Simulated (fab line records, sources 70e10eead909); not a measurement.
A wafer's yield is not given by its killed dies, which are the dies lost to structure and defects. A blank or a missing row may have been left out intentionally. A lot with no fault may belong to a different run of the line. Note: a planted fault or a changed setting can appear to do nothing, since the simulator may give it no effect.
Chamber matching || flow nand-harc || NHARC_THIN_TSV_CMP_01 on cmp-04: 4 sister chambers
The step polishes. 4 wafers are shown with their chamber, then 10 later ones without.

== WAFERS, EACH WITH ITS CHAMBER ==
{"wafer": "L089.4", "chamber": 3, "motor-current-A (A)": 11.9}
{"wafer": "L089.6", "chamber": 1, "motor-current-A (A)": 13.4}
{"wafer": "L091.1", "chamber": 0, "motor-current-A (A)": 15.6}
{"wafer": "L091.2", "chamber": 2, "motor-current-A (A)": 11.3}

== WAFERS WITH NO CHAMBER GIVEN ==
{"wafer": "L091.5", "motor-current-A (A)": 11.3}
{"wafer": "L092.1", "motor-current-A (A)": 15.3}
{"wafer": "L092.3", "motor-current-A (A)": 11.0}
{"wafer": "L092.6", "motor-current-A (A)": 11.2}
{"wafer": "L094.1", "motor-current-A (A)": 11.7}
{"wafer": "L094.4", "motor-current-A (A)": 10.8}
{"wafer": "L094.5", "motor-current-A (A)": 15.1}
{"wafer": "L095.1", "motor-current-A (A)": 10.7}
{"wafer": "L095.3", "motor-current-A (A)": 13.9}
{"wafer": "L095.6", "motor-current-A (A)": 14.8}

== CHAMBER TAKEN BY EACH ==
{"wafer": "L091.5", "from the rows above": "can't be placed: 2 or 3", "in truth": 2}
{"wafer": "L092.1", "from the rows above": 0, "in truth": 0}
{"wafer": "L092.3", "from the rows above": "can't be placed: 2 or 3", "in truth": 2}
{"wafer": "L092.6", "from the rows above": "can't be placed: 2 or 3", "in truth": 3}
{"wafer": "L094.1", "from the rows above": "can't be placed: 3 or 2", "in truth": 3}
{"wafer": "L094.4", "from the rows above": "can't be placed: 2 or 3", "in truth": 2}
{"wafer": "L094.5", "from the rows above": 0, "in truth": 0}
{"wafer": "L095.1", "from the rows above": "can't be placed: 2 or 3", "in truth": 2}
{"wafer": "L095.3", "from the rows above": 1, "in truth": 1}
{"wafer": "L095.6", "from the rows above": "can't be placed: 0 or 1", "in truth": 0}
3 of 10 placed correctly. Not placeable from these rows: 7 (in 7, the candidates include the true chamber). Wrongly placed: 0.
How it was worked out, from the rows above alone: a wafer's distance from a chamber is the root of the sum, over the readings, of the square of ((its reading less the chamber's mean) divided by the reading's scatter). The wafer belongs to the nearest chamber; if the next one is less than 2 further off, it can't be placed. Each chamber's mean is taken over the wafers shown for it. The scatter: with one shown wafer a chamber, the root of the mean of the squares of how far each hidden wafer lies from its nearest shown one.
